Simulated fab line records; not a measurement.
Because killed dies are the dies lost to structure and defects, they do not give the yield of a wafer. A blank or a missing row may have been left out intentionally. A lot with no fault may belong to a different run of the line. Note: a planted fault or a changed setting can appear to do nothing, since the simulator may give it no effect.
Chamber matching ; flow n5Finfet ; N5_HKMG_FIN_CMP_94 on cmp-02 has 4 sister chambers
The step polishes, stops on SiNx, t overpolish 4.7 s, target thk 43.299 nm. 18 wafers are shown with their chamber, then 9 later ones without.

## WAFERS WITH THEIR CHAMBER
wafer;chamber;motorCurrentA (A)
L075.2;0;12.2
L075.5;1;13.4
L075.6;2;12.4
L078.3;0;12.2
L078.4;1;13.8
L078.5;1;14.4
L080.2;0;12.0
L080.5;1;12.7
L080.6;0;12.0
L082.2;0;12.4
L082.4;2;11.9
L082.5;2;12.1
L084.1;1;13.9
L084.5;3;12.0
L084.6;2;11.9
L086.1;1;13.4
L086.3;0;12.6
L086.5;3;11.9

SIGNATURES, as means of the wafers listed above
reading;chamber 0;chamber 1;chamber 2;chamber 3;scatter within a chamber
motorCurrentA;12.233;13.600;12.075;11.950;0.388
Rule: for a wafer and a chamber, the distance is found by dividing, reading by reading, the gap between the wafer's reading and the chamber's mean by the reading's scatter, squaring, summing and taking the root. The wafer belongs to the nearest chamber; if the next one is less than 2 further off, it can't be placed. The scatter is the square root of a quotient: the sum, over the shown wafers, of each reading's squared deviation from its chamber's mean, divided by wafers minus chambers.

## WAFERS WITH NO CHAMBER GIVEN
wafer;motorCurrentA (A)
L089.1;12.1
L089.4;12.4
L089.5;11.7
L095.1;13.8
L095.4;12.3
L095.6;12.3
L096.2;12.4
L096.4;11.9
L096.5;14.2

## CHAMBER TAKEN BY EACH
wafer;from the rows above;in truth
L089.1;can't be placed: 2 or 0 or 3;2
L089.4;can't be placed: 0 or 2 or 3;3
L089.5;can't be placed: 3 or 2 or 0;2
L095.1;1;1
L095.4;can't be placed: 0 or 2 or 3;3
L095.6;can't be placed: 0 or 2 or 3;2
L096.2;can't be placed: 0 or 2 or 3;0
L096.4;can't be placed: 3 or 2 or 0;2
L096.5;1;1
2 of 9 placed correctly. Cannot be placed on the basis of these rows: 7; the candidates contain the true chamber in 7. 0 placed wrongly.
